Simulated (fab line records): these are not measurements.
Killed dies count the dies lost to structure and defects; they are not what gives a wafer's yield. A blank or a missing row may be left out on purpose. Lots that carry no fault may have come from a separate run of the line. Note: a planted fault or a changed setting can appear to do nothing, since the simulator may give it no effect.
Chamber matching ; flow nandHarc ; 3 sister chambers for NHARC_A_STAIRCASE_DEP_151 on pecvd-02
The step deposits SiO2, target thk 7200 nm. 18 wafers are shown with their chamber, then 9 later ones without.

== WAFERS WITH THEIR CHAMBER ==
wafer;chamber;heaterPowerW (W)
L075.2;0;659
L075.3;0;558
L075.4;1;581
L080.3;2;516
L080.5;2;427
L080.6;1;539
L083.1;2;519
L083.2;1;652
L083.5;2;421
L085.3;0;745
L085.5;1;536
L085.6;2;433
L086.2;0;666
L086.3;1;639
L086.6;2;422
L087.1;1;679
L087.5;1;529
L087.6;2;425

SIGNATURES (averages over the wafers above)
reading;chamber 0;chamber 1;chamber 2;scatter within a chamber
heaterPowerW;657.00;593.57;451.86;59.5
Rule: a wafer lies at a distance from a chamber equal to the root of the sum of squares, over the readings, of (its reading less the chamber's mean, divided by the reading's scatter). The wafer belongs to the nearest chamber; if the next one is less than 2 further off, it can't be placed. The scatter is the square root of a quotient: the sum, over the shown wafers, of each reading's squared deviation from its chamber's mean, divided by wafers minus chambers.

== WAFERS WHOSE CHAMBER IS MISSING ==
wafer;heaterPowerW (W)
L091.2;657
L091.3;739
L091.6;613
L092.1;562
L092.5;417
L092.6;621
L095.1;666
L095.4;540
L095.5;424

== WHICH CHAMBER EACH ONE RAN IN ==
wafer;from the rows above;in truth
L091.2;can't be placed: 0 or 1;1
L091.3;can't be placed: 0 or 1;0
L091.6;can't be placed: 1 or 0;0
L092.1;can't be placed: 1 or 0 or 2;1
L092.5;2;2
L092.6;can't be placed: 1 or 0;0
L095.1;can't be placed: 0 or 1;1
L095.4;can't be placed: 1 or 2 or 0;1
L095.5;2;2
Correct placement for 2 of the 9. Unplaceable from these rows: 7, with the true chamber sitting among the candidates in 7. Wrongly placed: 0.
